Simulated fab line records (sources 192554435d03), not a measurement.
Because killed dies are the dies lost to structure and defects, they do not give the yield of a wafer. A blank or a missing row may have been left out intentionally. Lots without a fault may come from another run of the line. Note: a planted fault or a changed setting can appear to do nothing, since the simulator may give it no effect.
Lot-split experiment / flow n5-finfet / on a route of 1938 steps: 7 lots, 39 wafers read

ABOUT THE SPLIT
At N5_BEOL_M10_ILD_DEP_00 (deposits SiCOH lowk from DEMS/porogen, target thk 308.51 nm, time 58 s), the setting target-thk-a was moved away from the recipe's 3085.1 angstrom on 6 of the 39 wafers read, by -54.4% to -16.9%. This setting was run at the recipe's value on the other wafers.

FROM THE SPLIT ON TO THE READING: in between, the file shows 1 step
- N5_BEOL_M10_CURE_71: cures SiCOH lowk, time 240 s

THE READING
M10_ILD_THK at N5_BEOL_M10_THK_MEAS_01, in nm. Fault-free wafers of this fab line usually give 268 nm, standard deviation 3.4 nm.

wafer=L076.1; tool, chamber at the split=pecvd-01, 2; target-thk-a as run, angstrom=3085.1; against the recipe=recipe; M10_ILD_THK, nm=270; against lot-mates on the recipe=-
wafer=L076.2; tool, chamber at the split=pecvd-01, 1,0; target-thk-a as run, angstrom=3085.1; against the recipe=recipe; M10_ILD_THK, nm=268; against lot-mates on the recipe=-
wafer=L076.3; tool, chamber at the split=pecvd-01, 0; target-thk-a as run, angstrom=3085.1; against the recipe=recipe; M10_ILD_THK, nm=265; against lot-mates on the recipe=-
wafer=L076.4; tool, chamber at the split=pecvd-01, 2; target-thk-a as run, angstrom=3085.1; against the recipe=recipe; M10_ILD_THK, nm=272; against lot-mates on the recipe=-
wafer=L076.5; tool, chamber at the split=pecvd-01, 1; target-thk-a as run, angstrom=3085.1; against the recipe=recipe; M10_ILD_THK, nm=271; against lot-mates on the recipe=-
wafer=L076.6; tool, chamber at the split=pecvd-01, 1,0; target-thk-a as run, angstrom=3085.1; against the recipe=recipe; M10_ILD_THK, nm=268; against lot-mates on the recipe=-
wafer=L075.2; tool, chamber at the split=pecvd-03, 2; target-thk-a as run, angstrom=3085.1; against the recipe=recipe; M10_ILD_THK, nm=264; against lot-mates on the recipe=-
wafer=L075.3; tool, chamber at the split=pecvd-03, 1; target-thk-a as run, angstrom=3085.1; against the recipe=recipe; M10_ILD_THK, nm=265; against lot-mates on the recipe=-
wafer=L075.4; tool, chamber at the split=pecvd-03, 0; target-thk-a as run, angstrom=3085.1; against the recipe=recipe; M10_ILD_THK, nm=268; against lot-mates on the recipe=-
wafer=L082.1; tool, chamber at the split=pecvd-01, 0; target-thk-a as run, angstrom=1408; against the recipe=-54.4%; M10_ILD_THK, nm=121; against lot-mates on the recipe=-149
wafer=L082.2; tool, chamber at the split=pecvd-01, 1; target-thk-a as run, angstrom=3085.1; against the recipe=recipe; M10_ILD_THK, nm=266; against lot-mates on the recipe=-
wafer=L082.3; tool, chamber at the split=pecvd-01, 2; target-thk-a as run, angstrom=1408; against the recipe=-54.4%; M10_ILD_THK, nm=123; against lot-mates on the recipe=-147
wafer=L082.4; tool, chamber at the split=pecvd-01, 2; target-thk-a as run, angstrom=3085.1; against the recipe=recipe; M10_ILD_THK, nm=275; against lot-mates on the recipe=-
wafer=L082.5; tool, chamber at the split=pecvd-01, 1; target-thk-a as run, angstrom=1408; against the recipe=-54.4%; M10_ILD_THK, nm=124; against lot-mates on the recipe=-146
wafer=L082.6; tool, chamber at the split=pecvd-01, 0; target-thk-a as run, angstrom=3085.1; against the recipe=recipe; M10_ILD_THK, nm=270; against lot-mates on the recipe=-
wafer=L086.1; tool, chamber at the split=pecvd-03, 1; target-thk-a as run, angstrom=3085.1; against the recipe=recipe; M10_ILD_THK, nm=265; against lot-mates on the recipe=-
wafer=L086.2; tool, chamber at the split=pecvd-03, 2; target-thk-a as run, angstrom=3085.1; against the recipe=recipe; M10_ILD_THK, nm=263; against lot-mates on the recipe=-
wafer=L086.3; tool, chamber at the split=pecvd-03, 0; target-thk-a as run, angstrom=3085.1; against the recipe=recipe; M10_ILD_THK, nm=266; against lot-mates on the recipe=-
wafer=L086.4; tool, chamber at the split=pecvd-03, 2; target-thk-a as run, angstrom=3085.1; against the recipe=recipe; M10_ILD_THK, nm=269; against lot-mates on the recipe=-
wafer=L086.5; tool, chamber at the split=pecvd-03, 0; target-thk-a as run, angstrom=3085.1; against the recipe=recipe; M10_ILD_THK, nm=271; against lot-mates on the recipe=-
wafer=L086.6; tool, chamber at the split=pecvd-03, 1; target-thk-a as run, angstrom=3085.1; against the recipe=recipe; M10_ILD_THK, nm=267; against lot-mates on the recipe=-
wafer=L092.1; tool, chamber at the split=pecvd-03, 2,1; target-thk-a as run, angstrom=3085.1; against the recipe=recipe; M10_ILD_THK, nm=260; against lot-mates on the recipe=-
wafer=L092.2; tool, chamber at the split=pecvd-03, 0; target-thk-a as run, angstrom=3085.1; against the recipe=recipe; M10_ILD_THK, nm=263; against lot-mates on the recipe=-
wafer=L092.3; tool, chamber at the split=pecvd-03, 2,1; target-thk-a as run, angstrom=3085.1; against the recipe=recipe; M10_ILD_THK, nm=260; against lot-mates on the recipe=-
wafer=L092.4; tool, chamber at the split=pecvd-03, 1; target-thk-a as run, angstrom=3085.1; against the recipe=recipe; M10_ILD_THK, nm=267; against lot-mates on the recipe=-
wafer=L092.5; tool, chamber at the split=pecvd-03, 2; target-thk-a as run, angstrom=3085.1; against the recipe=recipe; M10_ILD_THK, nm=269; against lot-mates on the recipe=-
wafer=L092.6; tool, chamber at the split=pecvd-03, 0; target-thk-a as run, angstrom=3085.1; against the recipe=recipe; M10_ILD_THK, nm=265; against lot-mates on the recipe=-
wafer=L093.1; tool, chamber at the split=pecvd-04, 0; target-thk-a as run, angstrom=3085.1; against the recipe=recipe; M10_ILD_THK, nm=264; against lot-mates on the recipe=-
wafer=L093.2; tool, chamber at the split=pecvd-04, 1; target-thk-a as run, angstrom=2564; against the recipe=-16.9%; M10_ILD_THK, nm=218; against lot-mates on the recipe=-49
wafer=L093.3; tool, chamber at the split=pecvd-04, 2; target-thk-a as run, angstrom=3085.1; against the recipe=recipe; M10_ILD_THK, nm=265; against lot-mates on the recipe=-
wafer=L093.4; tool, chamber at the split=pecvd-04, 1; target-thk-a as run, angstrom=2564; against the recipe=-16.9%; M10_ILD_THK, nm=223; against lot-mates on the recipe=-44
wafer=L093.5; tool, chamber at the split=pecvd-04, 2; target-thk-a as run, angstrom=2564; against the recipe=-16.9%; M10_ILD_THK, nm=222; against lot-mates on the recipe=-45
wafer=L093.6; tool, chamber at the split=pecvd-04, 0; target-thk-a as run, angstrom=3085.1; against the recipe=recipe; M10_ILD_THK, nm=273; against lot-mates on the recipe=-
wafer=L097.1; tool, chamber at the split=pecvd-04, 0; target-thk-a as run, angstrom=3085.1; against the recipe=recipe; M10_ILD_THK, nm=265; against lot-mates on the recipe=-
wafer=L097.2; tool, chamber at the split=pecvd-04, 2; target-thk-a as run, angstrom=3085.1; against the recipe=recipe; M10_ILD_THK, nm=265; against lot-mates on the recipe=-
wafer=L097.3; tool, chamber at the split=pecvd-04, 1; target-thk-a as run, angstrom=3085.1; against the recipe=recipe; M10_ILD_THK, nm=265; against lot-mates on the recipe=-
wafer=L097.4; tool, chamber at the split=pecvd-04, 0; target-thk-a as run, angstrom=3085.1; against the recipe=recipe; M10_ILD_THK, nm=267; against lot-mates on the recipe=-
wafer=L097.5; tool, chamber at the split=pecvd-04, 2; target-thk-a as run, angstrom=3085.1; against the recipe=recipe; M10_ILD_THK, nm=268; against lot-mates on the recipe=-
wafer=L097.6; tool, chamber at the split=pecvd-04, 1; target-thk-a as run, angstrom=3085.1; against the recipe=recipe; M10_ILD_THK, nm=263; against lot-mates on the recipe=-
When a row names more than one chamber, that row covers several wafers, and the file does not tell which wafer ran in which chamber.

FIT RESULTS
A straight line over all 39 wafers: M10_ILD_THK changes by +2.65 nm for each +1% of target-thk-a; r = +1.00; the points scatter about the line by 3.3 nm.
The same after taking each lot's own level away (the mean of its wafers on the recipe; 39 wafers): +2.72 nm for each +1%; r = +1.00; scatter 2.7 nm.
According to that fit, moving target-thk-a by its largest amount changes the reading by 1.5e+02 nm.
The span of the lots' own levels, 264.0 to 270.3 nm, comes to 1.9 times the standard deviation stated above.
Consequently the slope shifts little with the lot-to-lot level, the two slopes agreeing.
Check: with one of the wafers moved furthest among these (-54.4%) left out of the fit, the line predicts -147 nm for it against its lot-mates. Against them it came out at -149 nm.

THE WHOLE CHAIN: every reading that the file lists as answering this split, in the file's order
step=N5_BEOL_M10_ILD_DEP_00; what it does=deposits SiCOH lowk from DEMS/porogen, target thk 308.51 nm, time 58 s; reading=SiCOH_lowk_of_BEOL_M10_ILD_DEP_00.thk-nm (the simulator's own value, which no gauge read); change (the file's fit)=+3.1 nm for each +1% of the setting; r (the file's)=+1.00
step=N5_BEOL_M10_CURE_71; what it does=cures SiCOH lowk, time 240 s; reading=SiCOH_lowk_of_BEOL_M10_ILD_DEP_00.thk-nm (the simulator's own value, which no gauge read); change (the file's fit)=+2.71 nm for each +1% of the setting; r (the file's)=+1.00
step=N5_BEOL_M10_THK_MEAS_01; what it does=; reading=M10_ILD_THK; change (the file's fit)=+2.71 for each +1% of the setting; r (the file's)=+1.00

THE FILE'S OWN FIT
M10_ILD_THK changes by +2.71 nm for each +1% of target-thk-a, r = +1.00.
